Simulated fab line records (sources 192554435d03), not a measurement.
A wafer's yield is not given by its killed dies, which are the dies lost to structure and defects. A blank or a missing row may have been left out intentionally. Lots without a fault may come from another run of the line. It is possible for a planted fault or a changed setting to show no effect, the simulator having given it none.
A lot that was struck, set against a sound lot ; flow n5Finfet ; 18 steps out of a route of 1938
Sound: the wafers L393.1, L393.4, L393.5. Struck: wafer L413.4 (L413.1, L413.3, from the same lot, were not struck and are left out); the cause is given at the end.
For every step that has rows: the tool of each side, followed by ch and its chambers, followed by its first start. Under that, the readings that differ: sound wafers ; struck wafers ; difference of the means ; sigmas: that difference in standard deviations of wafers without a fault.
alike: readings with means less than 2 such deviations apart, plus words and numbers identical on both sides. not compared: withheld readings, readings lacking a value on some wafer, bounds such as >300 that could conceal the same value, and numbers that have no deviation in the record and whose values overlap.
The two part at a step that has a row with sigmas, a row that says differs or no value, or rows on one side only. Non-overlapping numbers with no deviation appear without sigmas and do not part them. Lack of a reading on every wafer of one side parts them only where that side has two or more wafers.

N5_START_INSPECT_01: inspects for defects (unpatterned scan).
  sound on defectInspect-01, day 1 18:02; struck on defectInspect-02, day 6 18:02
  alike: rawDefectCount
then, 2 steps without rows for these wafers: N5_ZERO_LAYER_PRECLEAN_00 (cleans in SPM, time 600 s); N5_ZERO_LAYER_SRD_01 (time 30 s, dry time 30 s).
N5_ZERO_LAYER_PECVD_02: deposits SiO2 from SiH4/N2O, target thk 10 nm, time 6 s.
  sound on pecvd-04 ch 0,1,2, day 1 18:17; struck on pecvd-02 ch 1, day 6 18:17
reading;sound;struck;difference;sigmas
heaterPowerW (W);978 884 703;652;-203;-2
  alike: showerheadPlenumPTorr
then, 4 steps without rows for these wafers: N5_ZERO_LAYER_HMDS_04 (time 60 s); N5_ZERO_LAYER_COAT_05 (resist thk 1000 nm); N5_ZERO_LAYER_EBR_07; N5_ZERO_LAYER_SOFTBAKE_06 (time 90 s).
N5_ZERO_LAYER_EXPOSE_08: exposes mask ZERO, defocus 0 nm, target cd 2000 nm.
  sound on krfScanner-02 ch 0, day 1 18:28; struck on krfScanner-02 ch 0, day 6 18:28
  alike: mask
then, 3 steps without rows for these wafers: N5_ZERO_LAYER_PEB_09; N5_ZERO_LAYER_DEVELOP_10 (develop time 60 s); N5_ZERO_LAYER_HARDBAKE_23 (time 120 s).
N5_ZERO_LAYER_CD_MEAS_11: target cd 2000 nm.
  sound on cdSem-01 ch 0, day 1 18:39; struck on cdSem-03 ch 0, day 6 18:39
reading;sound;struck;difference;sigmas
cdNm (nm);2001.4 2000.5 2000.4;2023.4;+22.6;+8
N5_ZERO_LAYER_DESCUM_16: chemistry O2, time 7.9 s.
  sound on rieDiel-05 ch 0,1,3, day 1 18:41; struck on rieDiel-01 ch 2, day 6 18:41
reading;sound;struck;difference;sigmas
oesProductAu (a.u.);0.70 0.74 0.76;0.98;+0.25;+2
model.ZERO_LAYER.cdNm (nm);2001 2000 2000;2023;+23;
  alike: drypumpMotorCurrentA, rfVppV, showerheadPlenumPTorr, throttleValvePct
  not compared: rfHoursCounterH
N5_ZERO_LAYER_ETCH_17: etches SiO2 in CF4, target depth 12 nm, time 13.3 s.
  sound on rieDiel-05 ch 0,1,3, day 1 18:44; struck on rieDiel-01 ch 2, day 6 18:43
reading;sound;struck;difference;sigmas
oesProductAu (a.u.);0.68 0.74 0.73;0.97;+0.25;+2
  alike: drypumpMotorCurrentA, rfVppV, showerheadPlenumPTorr, throttleValvePct
  not compared: rfHoursCounterH
N5_ZERO_LAYER_ETCH_18: etches Si in HBr/Cl2, target depth 120 nm, time 40 s.
  sound on rieSi-01 ch 1,3, day 1 18:48; struck on rieSi-02 ch 1, day 6 18:47
reading;sound;struck;difference;sigmas
throttleValvePct (%);36.8 36.6 36.8;35.9;-0.8;-3
model.ZERO_LAYER.cdNm (nm);2002 2001 2000;2023;+22;
  alike: drypumpMotorCurrentA, heBacksideLeakSccm, oesProductAu
  not compared: rfHoursCounterH
N5_ZERO_LAYER_STRIP_24: strips in O2.
  sound on plasmaAsher-02 ch 0,1, day 1 18:55; struck on plasmaAsher-01 ch 1, day 6 18:54
reading;sound;struck;difference;sigmas
drypumpMotorCurrentA (A);5.1 5.2 5.8;6.2;+0.8;+2
  alike: heaterPowerW, oesProductAu, stripTimeToEndpointS
  not compared: rfHoursCounterH
then, 1 step without rows for these wafers: N5_PASSIVATION_PROBE_49.

WHERE THEY PART
Earliest at N5_ZERO_LAYER_PECVD_02; latest, in this record, at N5_ZERO_LAYER_STRIP_24.

WHY: what had been put in by the simulator
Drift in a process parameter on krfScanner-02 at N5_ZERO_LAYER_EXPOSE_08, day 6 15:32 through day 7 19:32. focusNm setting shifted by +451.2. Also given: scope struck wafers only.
